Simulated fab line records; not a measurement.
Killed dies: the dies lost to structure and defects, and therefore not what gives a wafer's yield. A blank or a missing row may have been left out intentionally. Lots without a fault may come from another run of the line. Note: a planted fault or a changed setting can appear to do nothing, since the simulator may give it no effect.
Which tool was responsible? -- flow n5_finfet -- 14 lots, 42 wafers sampled, at 2 steps of a route of 1938

WHAT THE GAUGES SHOWED, per wafer
N5_BEOL_M1_INSPECT_59: inspects for defects (darkfield).
lot,measured,on,raw_defect_count
L305,day 6 08:43,defect_inspect-02,134 72 57
L306,day 7 00:53,defect_inspect-02,98 72 75
L308,day 7 12:39,defect_inspect-01,96 107 70
L307,day 7 13:53,defect_inspect-02,87 81 67
L309,day 7 15:17,defect_inspect-01,80 51 72
L310,day 7 16:12,defect_inspect-01,82 143 103
L317,day 9 14:54,defect_inspect-02,62 51 87
L319,day 9 21:48,defect_inspect-01,153 76 47
L322,day 10 21:41,defect_inspect-01,89 110 62
L323,day 10 23:07,defect_inspect-02,111 97 111
L325,day 11 05:53,defect_inspect-02,40 39 71
L326,day 11 14:32,defect_inspect-02,50 50 42
L327,day 12 03:05,defect_inspect-01,94 114 60
L328,day 12 06:31,defect_inspect-01,69 101 77

WHAT TOOL EACH LOT RAN ON (gives the tool, then ch and the chambers of the sampled wafers, and finally the start)
lot,N5_BEOL_M1_SPUTTER_96
L305,"pvd_sputter-01, day 6 07:33"
L306,"pvd_sputter-01, day 6 23:47"
L308,"pvd_sputter-02, day 7 11:26"
L307,"pvd_sputter-03, day 7 12:39"
L309,"pvd_sputter-02, day 7 14:12"
L310,"pvd_sputter-03, day 7 15:07"
L317,"pvd_sputter-03, day 9 13:47"
L319,"pvd_sputter-01, day 9 20:41"
L322,"pvd_sputter-03, day 10 20:36"
L323,"pvd_sputter-01, day 10 21:59"
L325,"pvd_sputter-02, day 11 04:28"
L326,"pvd_sputter-02, day 11 13:27"
L327,"pvd_sputter-03, day 12 02:01"
L328,"pvd_sputter-01, day 12 05:26"
- N5_BEOL_M1_SPUTTER_96: material Cu, target thk 4.5 nm, time 8.29 s.

AS READ BY THE TOOLS THEMSELVES (means over the sampled wafers that have a number; for cases with no such wafer, the mark the record gives instead)
N5_BEOL_M1_SPUTTER_96.
lot,tool,throttle_valve_pct (%)
L305,pvd_sputter-01,30.4
L306,pvd_sputter-01,28.9
L308,pvd_sputter-02,30.1
L307,pvd_sputter-03,29.0
L309,pvd_sputter-02,29.5
L310,pvd_sputter-03,28.8
L317,pvd_sputter-03,29.7
L319,pvd_sputter-01,30.8
L322,pvd_sputter-03,29.7
L323,pvd_sputter-01,30.1
L325,pvd_sputter-02,30.0
L326,pvd_sputter-02,29.8
L327,pvd_sputter-03,29.5
L328,pvd_sputter-01,29.5

THE ANSWER, worked out from the rows above alone
Rule: usual is defined by the lots themselves. The widest of any qualifying gaps counts: lots, ordered by their means at a reading, are off when they make up no more than a third of the lots, leave a main group of 4 or more, and stand apart from it by 3 or more times the standard deviation of that group's means. If all means in a main group match to the digits the tables above print for the reading, that group is not used. A lot without any number at a reading at which 4 lots or more have one is off too. Where the step has rows for the other lots, those lots are counted as sound. After the gauges, taken in route order, come the tools' own readings; for these a lot's mean is taken, as printed above. At the first step where some lot is off, the reading lying furthest off is the one used; lots without a number count as furthest.
No lot is off at any reading shown: from this, nothing can be told.

WHAT WAS PUT IN BY THE SIMULATOR
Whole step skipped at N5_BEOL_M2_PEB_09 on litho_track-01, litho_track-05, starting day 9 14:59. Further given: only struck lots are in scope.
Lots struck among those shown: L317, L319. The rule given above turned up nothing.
